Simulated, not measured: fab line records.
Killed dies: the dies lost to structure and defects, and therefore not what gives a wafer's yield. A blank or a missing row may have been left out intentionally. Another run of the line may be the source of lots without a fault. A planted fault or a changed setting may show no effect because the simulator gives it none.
Code-filled problem report in 8D (eight disciplines) form || flow n5Finfet || the parts of the form that need people (team, actions taken, sign-off) are left out

== 1. WHAT IS WRONG ==
exposureDoseMJCm2 at N5_WELL_APT_EXPOSE_05 reads a mean of 19.922 on 6 wafers of 2 lots; wafers without a fault read 20.287 with a standard deviation of 0.025. Measured from the usual mean, that is -15 standard deviations.
The step: exposes mask NWELL, defocus 0 nm, target cd 200 nm.
Seen first at day 4 01:32 on krfScanner-01, wafer L447.3. The record holds 30 wafers of 10 lots with a number at this step. The rule behind "out" and "out of limits": a value lying over 4 standard deviations away from the usual mean. Any other wafer with a number is counted as sound.

== 2. WHAT THIS IS AND IS NOT ==
{"question": "which readings at this step", "is": "exposureDoseMJCm2", "is not": "-"}
{"question": "which lots", "is": "L447, L448", "is not": "L437, L438, L439, L441, L453, L455, L459, L460"}
{"question": "which wafers of those lots", "is": "all that have a number", "is not": "-"}
{"question": "read on which tools", "is": "krfScanner-01", "is not": "krfScanner-02"}
{"question": "when", "is": "from day 4 01:32", "is not": "up to then (12 sound wafers); but 12 sound wafers of L453, L455, L459, L460 came after"}

== 3. SUSPECTS, AND WHAT RULES EACH OUT ==
Counting: any tool at a process step up to the reading is kept as a suspect provided that every lot that is out went through it and no sound lot did after the first of them.
- krfScanner-01 at N5_WELL_APT_EXPOSE_05 (exposes mask NWELL, defocus 0 nm, target cd 200 nm): kept. It ran every lot that is out, first L447 (day 4 01:32), and no sound lot after that; its last sound lot up to then is L441 (day 2 13:31). Out on those wafers are its own readings of exposureDoseMJCm2.
After counting, what remains is krfScanner-01 at N5_WELL_APT_EXPOSE_05.

== 4. THE CAUSE (what the simulator had put in) ==
Drift in process parameters on krfScanner-01 at N5_WELL_APT_EXPOSE_05, starting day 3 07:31. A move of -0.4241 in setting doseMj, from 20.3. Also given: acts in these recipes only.
The count eliminated every tool but this one.

== 5. SEQUENCE OF EFFECTS, ordered by route ==
Each row: a reading whose mean over the struck wafers that have a number lies more than 3 standard deviations from the usual. Only readings for which the record gives a usual standard deviation are gone through. hours: the time from each lot's start at the first step in this table that gives one to its start at this step, as a median over the lots. sigmas: the change in usual standard deviations.
{"hours": 0, "step": "N5_WELL_APT_EXPOSE_05", "reading": "exposureDoseMJCm2", "usual": 20.287, "on struck wafers": 19.922, "change": -0.365, "sigmas": -15}
Process steps it contains:
- N5_WELL_APT_EXPOSE_05: exposes mask NWELL, defocus 0 nm, target cd 200 nm.
At these later measuring or inspecting steps, every struck wafer for which the step has a row has a number for every such reading, and none has moved that far: N5_WELL_APT_CD_MEAS_25, N5_BEOL_M4_RC_MEAS_101.

== 6. HOW IT WOULD HAVE BEEN CAUGHT EARLIER ==
First out-of-limits reading in this record: day 4 01:32, which is 18 hours after fault onset at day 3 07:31.
